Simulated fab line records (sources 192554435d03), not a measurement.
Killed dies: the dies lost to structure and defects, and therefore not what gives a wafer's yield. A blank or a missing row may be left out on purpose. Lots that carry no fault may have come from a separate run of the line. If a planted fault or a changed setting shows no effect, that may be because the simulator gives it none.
What tool caused it? | flow n5 finfet | 10 lots, 30 wafers sampled, at 2 steps of a route of 1938

== WHAT THE GAUGES SHOWED, per wafer ==
N5_BEOL_M14_CD_MEAS_28: target cd 284.4 nm.
lot  | measured     | on        | cd nm (nm)
L502 | day 11 18:47 | cd sem-01 | 284.7 282.2 286.2
L504 | day 12 00:24 | cd sem-03 | 285.1 285.7 285.0
L503 | day 12 01:31 | cd sem-02 | 284.8 285.7 286.0
L508 | day 12 22:41 | cd sem-03 | 298.0 297.2 298.1
L510 | day 13 14:50 | cd sem-03 | 285.9 285.9 286.7
L513 | day 14 02:17 | cd sem-02 | 288.0 288.2 288.5
L516 | day 15 20:40 | cd sem-01 | 285.7 281.5 285.1
L522 | day 16 22:41 | cd sem-02 | 287.3 286.1 286.5
L521 | day 16 21:20 | cd sem-02 | 287.1 287.3 285.7
L523 | day 17 03:49 | cd sem-03 | 285.1 283.6 283.9

== WHICH TOOL RAN EACH LOT (tool, then ch and the chambers of the sampled wafers, then the start) ==
lot  | N5_BEOL_M14_EXPOSE_25
L502 | krf scanner-01 ch 0, day 11 18:37
L504 | krf scanner-02 ch 0, day 12 00:14
L503 | krf scanner-02 ch 0, day 12 01:21
L508 | krf scanner-02 ch 0, day 12 22:31
L510 | krf scanner-01 ch 0, day 13 14:40
L513 | krf scanner-01 ch 0, day 14 02:07
L516 | krf scanner-01 ch 0, day 15 20:29
L522 | krf scanner-01 ch 0, day 16 22:31
L521 | krf scanner-01 ch 0, day 16 21:10
L523 | krf scanner-01 ch 0, day 17 03:39
- N5_BEOL_M14_EXPOSE_25: exposes mask M14, target cd 280 nm.

== THE ANSWER, worked out from the rows above alone ==
Rule: the lots themselves supply what counts as usual. Put in order of their means at a reading, lots are off if they are a third of the lots or fewer, leave a main group of 4 or more, and stand apart from it by a gap of 3 or more times the standard deviation of the main group's means; of several such gaps the widest counts. The tables above print the reading to a certain number of digits; a main group whose means all agree to those digits is not used. Also off: a lot with no number at a reading for which 4 or more lots have one. Any other lot the step has rows for is counted as sound.
Off: L508, at N5_BEOL_M14_CD_MEAS_28 (cd nm). The main group: mean 285.7 nm, standard deviation 1.3.
A tool fits if, at a process step before that reading, it ran every lot that is off, and no sound lot after the first of them. Gauges at N5_BEOL_M14_CD_MEAS_28: tried the same way as those tools. One fits: krf scanner-02 at N5_BEOL_M14_EXPOSE_25. Its last sound lot is L503 (day 12 01:21), its first lot that is off L508 (day 12 22:31): a fault that began between those two fits.

== WHAT THE SIMULATOR PUT IN ==
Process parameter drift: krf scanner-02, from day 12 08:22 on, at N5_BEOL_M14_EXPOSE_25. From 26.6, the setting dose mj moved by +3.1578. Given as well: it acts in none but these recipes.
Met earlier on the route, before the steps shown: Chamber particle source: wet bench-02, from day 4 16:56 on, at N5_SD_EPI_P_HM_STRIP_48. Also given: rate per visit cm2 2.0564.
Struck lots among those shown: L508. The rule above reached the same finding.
